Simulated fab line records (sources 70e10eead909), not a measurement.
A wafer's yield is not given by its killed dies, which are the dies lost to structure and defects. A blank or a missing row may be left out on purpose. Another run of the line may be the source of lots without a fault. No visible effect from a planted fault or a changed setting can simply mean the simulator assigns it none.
What tool caused it? ; flow nand-harc ; at 1 step of a route of 1302, 24 lots with 72 wafers sampled

== WHAT THE GAUGES SHOWED, per wafer ==
NHARC_P_GATE_INSPECT_28. Usual: raw-defect-count at 6.0, with a standard deviation of 2.9.
lot;measured;on;raw-defect-count;flag
L074;day 5 11:11;defect-inspect-02;5 7 6;
L075;day 5 16:11;defect-inspect-01;6 7 5;
L076;day 6 06:21;defect-inspect-01;5 7 4;
L077;day 6 07:01;defect-inspect-02;8 7 4;
L078;day 6 21:38;defect-inspect-02;10 5 5;
L079;day 7 04:11;defect-inspect-02;4 5 9;
L080;day 7 15:05;defect-inspect-01;3 6 10;
L081;day 8 07:47;defect-inspect-02;4 0 3;
L082;day 8 08:19;defect-inspect-02;7 4 6;
L084;day 9 01:11;defect-inspect-02;5 6 3;
L083;day 9 01:23;defect-inspect-01;0 3 5;
L085;day 9 22:37;defect-inspect-02;7 4 9;
L086;day 10 02:39;defect-inspect-01;3 12 6;
L087;day 10 07:11;defect-inspect-01;4 12 1;
L088;day 11 00:20;defect-inspect-02;4 6 8;
L089;day 11 00:29;defect-inspect-02;10 3 5;
L090;day 11 19:59;defect-inspect-01;16 10 6;
L091;day 12 07:12;defect-inspect-02;7 8 8;
L092;day 12 11:52;defect-inspect-01;7 4 7;
L093;day 13 09:26;defect-inspect-02;4 8 6;
L094;day 13 15:59;defect-inspect-01;2 5 3;
L095;day 13 16:09;defect-inspect-01;6 12 10;
L096;day 14 05:56;defect-inspect-02;5 4 9;
L097;day 14 14:07;defect-inspect-02;3 1 4;

== TOOL THAT RAN EACH LOT (tool first, then ch and the chambers of the sampled wafers, then the start) ==
Record: no process step prior to these readings.

== WHAT THE TOOLS THEMSELVES READ (means of the sampled wafers that have a number; where no wafer has one, the mark that the record gives instead) ==
The record holds no such reading with a usual standard deviation.

== THE ANSWER, worked out from the rows above alone ==
Rule: lot off if the mean of its wafers having a number is beyond 3 standard deviations from the usual mean. A lot without any number at a reading at which 4 lots or more have one is off too. All remaining lots with rows at the step are treated as sound. The gauges are gone through in route order, then the tools' own readings, and for those a lot's mean is taken as printed above. At the first step where some lot is off, the reading lying furthest off is the one used; lots without a number count as furthest.
Across all readings shown, no lot is off: no conclusion can be drawn from this.

== WHAT THE SIMULATOR PUT IN ==
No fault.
